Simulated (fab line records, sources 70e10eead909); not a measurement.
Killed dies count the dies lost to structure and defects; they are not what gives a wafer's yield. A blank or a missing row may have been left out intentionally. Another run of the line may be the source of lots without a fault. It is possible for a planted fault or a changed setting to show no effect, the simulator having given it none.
fab line records | flow nand_harc
[record] lots = 6 wafers = 18 last_day = 24
route steps=1159 shown A_CHANNEL_FILL_D1@496 END@1159
lots untouched by any fault: they come from a run of this same line in which no faults occurred
start_h: the number of hours between the record's first day and the start of the first shown wafer of the lot | wait_h: hours since the lot's step before | " the same as in the row above | L1.1+2: several wafers, shown together as one row | - no value, or no start given | * or withheld: withheld | < > ~ a bound
route shown NAME@n: names a module that has steps shown in the file, with the first one's number in the route | usual: mean and standard deviation over wafers with no fault | same: alike in all rows | chamber/n: place in a boat | sites: per-site readings | _std_site: standard deviation across them | _edge_site: mean of outer sites minus mean of inner sites | radius_mm: for every site, how far away it sits from the centre of the wafer | mask NAME#n: copy n | behind: the tool/chamber that last shaped the wafer | hold: why the lot was held/for how many hours/how that ended | device: the n, p or np transistor that did not switch | end of line: the tests these same wafers got at the end of their route | where a step has no rows: the recipe by itself | killed: dies lost to structure and defects at the first sort, not the wafer's yield | map: dies across one wafer; x = killed, . = not, _ = none there
set.NAME: setting as actually run; set.NAME@STEP: the setting as run at that earlier step | model.NAME: the simulator's own value behind a step, which no gauge read
certain route steps with their lots: each step a table, each wafer a row
services: when a tool's chamber went out of use (start_h, in hours from the record's first day, below 0 if earlier), for how many hours, and the reason
[[steps]]
[step NHARC_A_CHANNEL_FILL_D1_ALD_16]
[recipe] target_thk_a = 15 pulse_time_s = 10 ald_cycles = 15 temp_c = 300 material = SiO2
[usual] heater_power_w = 456/46 precursor_pulse_height_rel = 0.997/0.02
// columns lot.wafer tool chamber start_h wait_h heater_power_w precursor_pulse_height_rel
L612.3 ald_hk-04 2 241.38 0.0 414 0.963
L612.5 " 2 " " 414 0.953
L612.6 " 3 " " 390 0.988
L613.3 ald_hk-04 0 241.70 0.4 481 1.027
L613.2 " 1 " " 519 1.019
L613.6 " 1 " " 513 1.008
L621.1 ald_hk-04 2 299.57 0.1 421 1.000
L621.4 " 3 " " 397 0.990
L621.5 " 3 " " 400 1.019
L623.1 ald_hk-02 2 307.02 0.0 519 0.990
L623.3 " 3 " " 408 1.000
L623.4 " 1 " " 492 1.033
L624.3 ald_hk-04 2 310.18 0.0 408 0.997
L624.5 " 2 " " 415 1.037
L624.6 " 3 " " 390 0.999
L625.1 ald_hk-02 3 330.81 2.5 412 0.980
L625.5 " 2 " " 513 1.004
L625.6 " 3 " " 396 0.979
[step NHARC_A_CHANNEL_FILL_D1_ANNEAL_17]
[recipe] temp_c = 850 time_s = 1800
[step NHARC_A_CHANNEL_FILL_D1_CVD_18]
[recipe] target_thk_a = 30 temp_c = 550 material = poly-Si
[step NHARC_A_CHANNEL_FILL_D1_ETCHBACK_19]
[recipe] target_depth_a = 50 time_s = 1.7 hbr_flow_sccm = 150 cl2_flow_sccm = 50 rf_w = 400 icp_w = 400 bias_w = 100 chemistry = HBr/Cl2
[usual] bias_w = 99.9/0.31 chamber_pressure_mTorr = 14.999/0.014 drypump_motor_current_A = 5.6/0.41 oes_product_au = 1.000/0.0084 throttle_valve_pct = 26.406/0.0094
// columns lot.wafer tool chamber start_h wait_h bias_w chamber_pressure_mTorr drypump_motor_current_A oes_product_au rf_hours_counter_h throttle_valve_pct
L612.3 rie_si-03 0 253.34 0.4 100.2 15.008 4.9 0.986 0.9 26.400
L612.5 " 0 " " 100.5 15.009 4.9 1.000 - 26.401
L612.6 " 1 " " 100.0 14.995 5.7 0.990 - 26.413
L613.3 rie_si-01 1 253.35 0.4 99.7 14.994 6.7 0.996 1.0 26.416
L613.2 " 2 " " 100.1 15.002 5.8 0.994 0.9 26.414
L613.6 " 2 " " 99.8 14.998 5.8 0.995 - 26.393
L621.4 rie_si-03 0 311.16 0.4 100.0 14.986 4.9 0.998 1.6 26.401
L621.1 " 3 " " 99.9 14.995 5.3 1.012 1.5 26.409
L621.5 " 1 " " 99.9 14.992 5.7 0.999 - 26.399
L623.3 rie_si-01 0 318.60 0.4 99.9 15.008 4.9 1.012 0.1 26.393
L623.1 " 1 " " 99.8 14.996 6.7 0.990 0.1 26.413
L623.4 " 3 " " 99.4 14.984 6.2 1.016 0.1 26.401
L624.3 rie_si-01 2 321.77 0.4 99.9 15.014 5.7 1.002 0.1 26.419
L624.6 " 1 " " 100.2 15.000 6.7 0.996 - 26.424
L624.5 " 2 " " 100.1 15.000 5.7 0.998 - 26.408
L625.1 rie_si-03 2 342.61 0.4 99.5 14.994 5.5 1.015 0 26.379
L625.5 " 3 " " 99.5 14.983 5.3 1.001 - 26.404
L625.6 " 0 " " 99.5 15.005 4.9 0.991 - 26.417
[step NHARC_A_CHANNEL_FILL_D1_ETCHBACK_20]
[recipe] target_depth_a = 270 time_s = 13.5 c4f8_flow_sccm = withheld o2_flow_sccm = 8 ar_flow_sccm = withheld rf_w = 600 bias_w = 1500 chemistry = C4F8/O2/Ar
[usual] bias_w = 1500/4.4 chamber_pressure_mTorr = 25.000/0.024 oes_product_au = 0.978/0.03 rf_vpp_V = 977/5.6
// columns lot.wafer tool chamber start_h wait_h bias_w chamber_pressure_mTorr oes_product_au rf_hours_counter_h rf_vpp_V
L612.3 rie_diel-06 1 253.48 - 1499 25.029 0.987 0 974
L612.5 " 0 " " 1497 24.994 0.990 - 975
L612.6 " 1 " " 1498 25.016 0.985 - 973
L613.2 rie_diel-03 0 253.49 - 1493 24.945 0.956 1 980
L613.3 " 1 " " 1497 25.026 0.974 1 976
L613.6 " 3 " " 1501 25.003 0.971 - 985
L621.4 rie_diel-11 0 311.30 - 1504 24.989 0.934 23 983
L621.1 " 1 " " 1496 24.989 0.991 19 968
L621.5 " 2 " " 1500 25.025 0.925 - 969
L623.1 rie_diel-03 3 318.73 - 1504 24.976 0.928 4 985
L623.4 " 1 " " 1503 24.995 0.928 4 977
L623.3 " 2 " " 1501 25.023 0.918 4 969
L624.3 rie_diel-06 2 321.92 - 1497 24.968 1.005 2 979
L624.5 " 2 " " 1500 25.002 1.006 - 979
L624.6 " 3 " " 1499 24.973 1.005 - 984
L625.1 rie_diel-06 2 342.70 - 1494 25.034 0.921 3 979
L625.5 " 2 " " 1501 24.944 0.927 - 979
L625.6 " 3 " " 1501 24.995 0.925 - 985
[step NHARC_A_CHANNEL_FILL_D1_STRIP_28]
[recipe] time_s = 20 o2_flow_sccm = 500 ar_flow_sccm = 0 bias_w = 0 chemistry = O2
[usual] drypump_motor_current_A = 5.6/0.45 oes_product_au = 0.996/0.011 rf_vpp_V = 57.7/0.91 showerhead_plenum_p_Torr = 3.50/0.14 throttle_valve_pct = 17.037/0.0095
[same] bias_w = 0
// columns lot.wafer tool chamber start_h wait_h drypump_motor_current_A oes_product_au rf_hours_counter_h rf_vpp_V showerhead_plenum_p_Torr throttle_valve_pct
L613.3 rie_diel-03 0 253.57 0.1 5.5 0.968 1 57.5 3.54 17.038
L613.2 " 1 " " 5.7 1.005 1 57.3 3.48 17.050
L613.6 " 2 " " 6.2 0.975 - 56.3 3.32 17.034
L612.3 rie_diel-06 0 253.57 0.1 5.4 0.997 0 58.2 3.50 17.038
L612.6 " 2 " " 5.0 1.008 - 57.4 3.55 17.038
L612.5 " 3 " " 6.1 1.010 - 58.9 3.71 17.032
L621.1 rie_diel-11 2 311.38 0.1 5.9 1.015 21 57.4 3.31 17.047
L621.4 " 3 " " 5.2 0.991 20 58.5 3.29 17.040
L621.5 " 1 " " 5.6 0.986 - 56.6 3.29 17.033
L623.3 rie_diel-03 3 318.82 0.1 6.3 1.000 4 57.9 3.72 17.027
L623.4 " 1 " " 5.6 0.991 4 57.5 3.47 17.045
L623.1 " 2 " " 6.2 0.988 4 56.9 3.31 17.034
L624.3 rie_diel-06 2 322.03 0.1 5.0 1.002 2 57.7 3.55 17.047
L624.6 " 1 " " 5.0 0.995 - 58.4 3.41 17.040
L624.5 " 2 " " 5.0 1.003 - 58.0 3.55 17.026
L625.1 rie_diel-06 1 342.80 0.1 5.1 0.981 3 57.4 3.41 17.037
L625.5 " 3 " " 6.2 1.002 - 59.6 3.70 17.038
L625.6 " 0 " " 5.4 1.003 - 58.0 3.50 17.049
[step NHARC_A_CHANNEL_FILL_D1_PRECLEAN_21]
[recipe] time_s = 30 chemistry = dHF
[step NHARC_A_CHANNEL_FILL_D1_SRD_23]
[step NHARC_A_CHANNEL_FILL_D1_CVD_05]
[recipe] target_thk_a = 50 temp_c = 550 material = poly-Si
[step NHARC_A_CHANNEL_FILL_D1_ANNEAL_22]
[recipe] temp_c = 620 time_s = 7200
[step NHARC_A_CHANNEL_FILL_D1_THK_MEAS_06]
[recipe] thk_meas_gauge = ellipsometry
[usual] thk_nm = 5.0/0.98
// columns lot.wafer tool chamber start_h wait_h thk_nm
L613.2 film_metro-02 - 265.25 0.4 6.0
L613.3 " - " " 5.5
L613.6 " - " " 5.0
L612.3 film_metro-01 - 265.25 0.4 5.2
L612.5 " - " " 4.3
L612.6 " - " " 3.7
L621.1 film_metro-02 - 322.94 0.4 5.6
L621.4 " - " " 5.0
L621.5 " - " " 5.1
L623.1 film_metro-01 - 330.49 0.4 7.0
L623.3 " - " " 4.2
L623.4 " - " " 5.3
L624.3 film_metro-02 - 334.13 0.4 5.0
L624.5 " - " " 5.2
L624.6 " - " " 6.0
L625.1 film_metro-01 - 351.81 0.4 5.6
L625.5 " - " " 5.2
L625.6 " - " " 5.0
[step NHARC_A_CHANNEL_FILL_D1_ALD_25]
[recipe] target_thk_a = 600 pulse_time_s = 10 ald_cycles = 600 temp_c = 300 material = SiOx
[step NHARC_A_CHANNEL_FILL_D1_ETCHBACK_08]
[recipe] target_depth_a = 2200 time_s = 110 c4f8_flow_sccm = 20 ar_flow_sccm = withheld rf_w = 600 bias_w = 300 chemistry = C4F8
[usual] chamber_pressure_mTorr = 25.001/0.022 oes_product_au = 0.95/0.037 rf_vpp_V = 440.9/2.4
// columns lot.wafer tool chamber start_h wait_h chamber_pressure_mTorr oes_product_au rf_hours_counter_h rf_vpp_V
L613.2 rie_diel-06 1 270.81 - 25.033 0.99 0.5 439.9
L613.3 " 2 " " 24.993 1.00 0.5 442.8
L613.6 " 2 " " 25.008 1.01 - 442.1
L612.3 rie_diel-03 3 270.86 - 25.043 1.00 2.1 446.2
L612.6 " 3 " " 24.968 1.00 - 442.5
L612.5 " 0 " " 25.003 0.97 - 439.6
L621.1 rie_diel-03 3 328.96 - 24.981 0.92 4.3 444.8
L621.4 " 2 " " 24.989 0.91 4.1 437.1
L621.5 " 0 " " 24.982 0.90 - 441.0
L623.3 rie_diel-06 2 337.22 - - - - -
L623.1 " 3 " " - - - -
L623.4 " 1 " " - - - -
L624.3 rie_diel-03 1 344.10 - - - - -
L624.5 " 1 " " - - - -
L624.6 " 2 " " - - - -
L625.1 rie_diel-06 2 357.38 - 25.037 0.93 3.3 442.1
L625.6 " 2 " " 25.022 0.94 - 441.1
L625.5 " 3 " " 24.996 0.92 - 443.3
[step NHARC_A_CHANNEL_FILL_D1_STRIP_29]
[recipe] time_s = 20 o2_flow_sccm = 500 ar_flow_sccm = 0 bias_w = 0 chemistry = O2
[usual] drypump_motor_current_A = 5.6/0.47 oes_product_au = 0.995/0.011 rf_vpp_V = 57.6/0.93 showerhead_plenum_p_Torr = 3.52/0.13 throttle_valve_pct = 17.037/0.0091
[same] bias_w = 0
// columns lot.wafer tool chamber start_h wait_h drypump_motor_current_A oes_product_au rf_hours_counter_h rf_vpp_V showerhead_plenum_p_Torr throttle_valve_pct
L613.3 rie_diel-06 3 - - 6.2 1.002 0.4 56.9 3.71 17.027
L613.2 " 0 " " 5.4 0.993 0.4 58.0 3.50 17.054
L613.6 " 3 " " 6.2 1.000 - 58.4 3.71 17.050
L612.3 rie_diel-03 3 - - 6.3 1.002 2.1 57.2 3.72 17.037
L612.6 " 3 " " 6.3 0.992 - 58.7 3.72 17.040
L612.5 " 0 " " 5.5 0.970 - 58.0 3.54 17.032
L621.4 rie_diel-03 1 - - 5.6 1.005 4.2 58.8 3.47 17.017
L621.1 " 2 " " 6.2 0.991 4.1 56.9 3.31 17.030
L621.5 " 1 " " 5.6 1.009 - 57.9 3.47 17.050
L623.4 rie_diel-06 3 337.38 0.1 6.1 0.994 2.5 59.0 3.70 17.040
L623.1 " 0 " " 5.4 0.994 2.3 57.5 3.50 17.032
L623.3 " 1 " " 5.1 0.970 2.8 57.2 3.41 17.041
L624.3 rie_diel-03 0 344.26 0.1 5.5 0.971 5.2 59.3 3.54 17.049
L624.5 " 1 " " 5.6 0.992 - 57.7 3.47 17.029
L624.6 " 2 " " 6.2 0.985 - 57.7 3.31 17.040
L625.1 rie_diel-06 1 - - 5.0 0.980 3.2 56.3 3.41 17.052
L625.5 " 0 " " 5.4 1.000 - 57.4 3.50 17.040
L625.6 " 1 " " 5.0 0.973 - 57.3 3.41 17.038
[step NHARC_END_SORT_01]
[recipe] temp_c = 25
[usual] killed_at_array = 25/9.5 killed_at_other = 0.8/1.2 killed_at_periphery = 3.4/2.2 killed_dies = 29/10 killed_open = 3.3/1.8 killed_short = 2.1/1.4
[same] gross_dies = 677
// columns lot.wafer tool chamber start_h wait_h killed_at_array killed_at_other killed_at_periphery killed_dies killed_open killed_short
L623.1 prober-01 0 561.25 2.5 673 0 4 677 1 1
L623.3 prober-01 0 562.82 3.1 666 2 9 677 4 5
L623.4 prober-01 0 563.61 3.4 671 0 6 677 1 1
L624.3 prober-01 0 577.28 3.1 672 1 4 677 6 2
L624.5 prober-01 0 578.86 3.7 671 1 5 677 1 0
L624.6 prober-01 0 579.66 4.0 672 0 5 677 5 2
// killed by level:class
L623.1 A_CHANNEL_FILL_D1:area_etchback=636 A_SLIT:chamber_film_flake=17 A_CHANNEL_HOLE_D1:chamber_film_flake=5 A_BLC:chamber_film_flake=5 P_GATE:chamber_film_flake=4 A_ZERO_WELL:chamber_film_flake=4 A_CONTACT:chamber_film_flake=2 A_WL_FILL:geometric_particle:short=1
L623.3 A_CHANNEL_FILL_D1:area_etchback=633 A_SLIT:chamber_film_flake=14 P_GATE:chamber_film_flake=7 A_BLC:chamber_film_flake=4 A_CHANNEL_HOLE_D1:chamber_film_flake=3 A_CONTACT:chamber_film_flake=3 A_M0:geometric_particle:short=2 THIN_TSV:chamber_film_flake=2
L623.4 A_CHANNEL_FILL_D1:area_etchback=640 A_CHANNEL_HOLE_D1:chamber_film_flake=12 A_SLIT:chamber_film_flake=9 P_GATE:chamber_film_flake=5 A_STAIRCASE:chamber_film_flake=3 A_BLC:chamber_film_flake=2 A_CHANNEL_FILL_D1:geometric_particle:open=1 A_SGD_CUT:geometric_particle:short=1
L624.3 A_CHANNEL_FILL_D1:area_etchback=637 A_CHANNEL_HOLE_D1:chamber_film_flake=12 A_SLIT:chamber_film_flake=9 A_CONTACT:chamber_film_flake=4 P_ZERO_WELL:chamber_film_flake=3 A_SGD_CUT:geometric_particle:short=2 A_WL_FILL:geometric_particle:open=2 A_ONON_D1:geometric_particle:open=1
L624.5 A_CHANNEL_FILL_D1:area_etchback=638 A_CHANNEL_HOLE_D1:chamber_film_flake=19 A_SLIT:chamber_film_flake=6 A_CONTACT:chamber_film_flake=5 P_ZERO_WELL:chamber_film_flake=3 A_WL_FILL:geometric_particle:open=1 P_STI:chamber_film_flake=1 P_GATE:chamber_film_flake=1
L624.6 A_CHANNEL_FILL_D1:area_etchback=619 A_CHANNEL_HOLE_D1:chamber_film_flake=19 A_SLIT:chamber_film_flake=17 A_CONTACT:chamber_film_flake=4 P_ZERO_WELL:chamber_film_flake=3 A_CHANNEL_FILL_D1:chamber_film_flake=3 A_ONON_D1:geometric_particle:open=2 A_STAIRCASE:chamber_film_flake=2
// map L623.1 (x killed, . not)
____________x____________
_________xxxxxxx_________
_______xxxxxxxxxxx_______
______xxxxxxxxxxxxx______
_____xxxxxxxxxxxxxxx_____
____xxxxxxxxxxxxxxxxx____
____xxxxxxxxxxxxxxxxx____
___xxxxxxxxxxxxxxxxxxx___
___xxxxxxxxxxxxxxxxxxx___
__xxxxxxxxxxxxxxxxxxxxx__
__xxxxxxxxxxxxxxxxxxxxx__
_xxxxxxxxxxxxxxxxxxxxxxx_
_xxxxxxxxxxxxxxxxxxxxxxx_
_xxxxxxxxxxxxxxxxxxxxxxx_
_xxxxxxxxxxxxxxxxxxxxxxx_
_xxxxxxxxxxxxxxxxxxxxxxx_
xxxxxxxxxxxxxxxxxxxxxxxxx
xxxxxxxxxxxxxxxxxxxxxxxxx
xxxxxxxxxxxxxxxxxxxxxxxxx
xxxxxxxxxxxxxxxxxxxxxxxxx
xxxxxxxxxxxxxxxxxxxxxxxxx
_xxxxxxxxxxxxxxxxxxxxxxx_
_xxxxxxxxxxxxxxxxxxxxxxx_
_xxxxxxxxxxxxxxxxxxxxxxx_
_xxxxxxxxxxxxxxxxxxxxxxx_
_xxxxxxxxxxxxxxxxxxxxxxx_
__xxxxxxxxxxxxxxxxxxxxx__
__xxxxxxxxxxxxxxxxxxxxx__
___xxxxxxxxxxxxxxxxxxx___
___xxxxxxxxxxxxxxxxxxx___
____xxxxxxxxxxxxxxxxx____
____xxxxxxxxxxxxxxxxx____
_____xxxxxxxxxxxxxxx_____
______xxxxxxxxxxxxx______
_______xxxxxxxxxxx_______
_________xxxxxxx_________
____________x____________
// map L624.3 (x killed, . not)
____________x____________
_________xxxxxxx_________
_______xxxxxxxxxxx_______
______xxxxxxxxxxxxx______
_____xxxxxxxxxxxxxxx_____
____xxxxxxxxxxxxxxxxx____
____xxxxxxxxxxxxxxxxx____
___xxxxxxxxxxxxxxxxxxx___
___xxxxxxxxxxxxxxxxxxx___
__xxxxxxxxxxxxxxxxxxxxx__
__xxxxxxxxxxxxxxxxxxxxx__
_xxxxxxxxxxxxxxxxxxxxxxx_
_xxxxxxxxxxxxxxxxxxxxxxx_
_xxxxxxxxxxxxxxxxxxxxxxx_
_xxxxxxxxxxxxxxxxxxxxxxx_
_xxxxxxxxxxxxxxxxxxxxxxx_
xxxxxxxxxxxxxxxxxxxxxxxxx
xxxxxxxxxxxxxxxxxxxxxxxxx
xxxxxxxxxxxxxxxxxxxxxxxxx
xxxxxxxxxxxxxxxxxxxxxxxxx
xxxxxxxxxxxxxxxxxxxxxxxxx
_xxxxxxxxxxxxxxxxxxxxxxx_
_xxxxxxxxxxxxxxxxxxxxxxx_
_xxxxxxxxxxxxxxxxxxxxxxx_
_xxxxxxxxxxxxxxxxxxxxxxx_
_xxxxxxxxxxxxxxxxxxxxxxx_
__xxxxxxxxxxxxxxxxxxxxx__
__xxxxxxxxxxxxxxxxxxxxx__
___xxxxxxxxxxxxxxxxxxx___
___xxxxxxxxxxxxxxxxxxx___
____xxxxxxxxxxxxxxxxx____
____xxxxxxxxxxxxxxxxx____
_____xxxxxxxxxxxxxxx_____
______xxxxxxxxxxxxx______
_______xxxxxxxxxxx_______
_________xxxxxxx_________
____________x____________
[[services]]
// columns tool chamber start_h hours kind
rie_diel-06 0 220.20 - clean
rie_diel-06 1 220.20 - clean
rie_diel-06 2 220.20 - clean
rie_diel-06 3 220.20 - clean
rie_si-03 1 233.70 8.4 repair
rie_diel-06 - 241.20 9.0 pm
rie_diel-06 0 241.20 9.0 vent_cycle
rie_diel-06 1 241.20 9.0 vent_cycle
rie_diel-06 2 241.20 9.0 vent_cycle
rie_diel-06 3 241.20 9.0 vent_cycle
rie_diel-06 0 250.20 - clean
rie_diel-06 1 250.20 - clean
rie_diel-06 2 250.20 - clean
rie_diel-06 3 250.20 - clean
rie_si-01 2 272.54 8.7 repair
rie_diel-06 0 274.70 - clean
rie_diel-06 1 274.70 - clean
rie_diel-06 2 274.70 - clean
ald_hk-02 - 280.00 10.0 pm
rie_si-01 - 304.00 9.0 pm
rie_diel-06 3 308.00 10.4 repair
rie_si-01 3 319.06 3.9 repair
rie_diel-06 0 319.59 9.5 repair
rie_si-03 - 332.00 9.0 pm
[[key]]
[first_sign] step = NHARC_A_CHANNEL_FILL_D1_ETCHBACK_08 reading = tool_record direction = missing
[effect] step = NHARC_END_SORT_01 reading = killed_at_array direction = up sigmas = 68 usual = 25 struck = 671
[more_kills_born_at] NHARC_A_CHANNEL_FILL_D1_ETCHBACK_08@rie_diel-06 = 1909 NHARC_A_CHANNEL_FILL_D1_ETCHBACK_08@rie_diel-03 = 1894
met_at NHARC_A_CHANNEL_FILL_D1_ETCHBACK_08
struck_wafers L623.1,L623.3,L623.4,L624.3,L624.5,L624.6
later_rows_left_out L623.1,L623.3,L623.4,L624.3,L624.5,L624.6
tester_left_out L623,L624
onset_between 328.96 337.22
[fault] kind = skipped_step_whole tool = rie_diel-03,rie_diel-06 chamber = - onset_h = 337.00 steps = NHARC_A_CHANNEL_FILL_D1_ETCHBACK_08 scope = struck_lots_only
// tester_left_out: of these lots the tester's yield and bins aren't shown, on N5 and GAA mostly nor the transistor test; their killed dies are dies lost to structure and defects alone, not to doping, threshold or leakage, so they don't give the yield
// later_rows_left_out: the simulator's readings of these wafers behind a module that went badly wrong aren't trusted and aren't shown, but for the sort
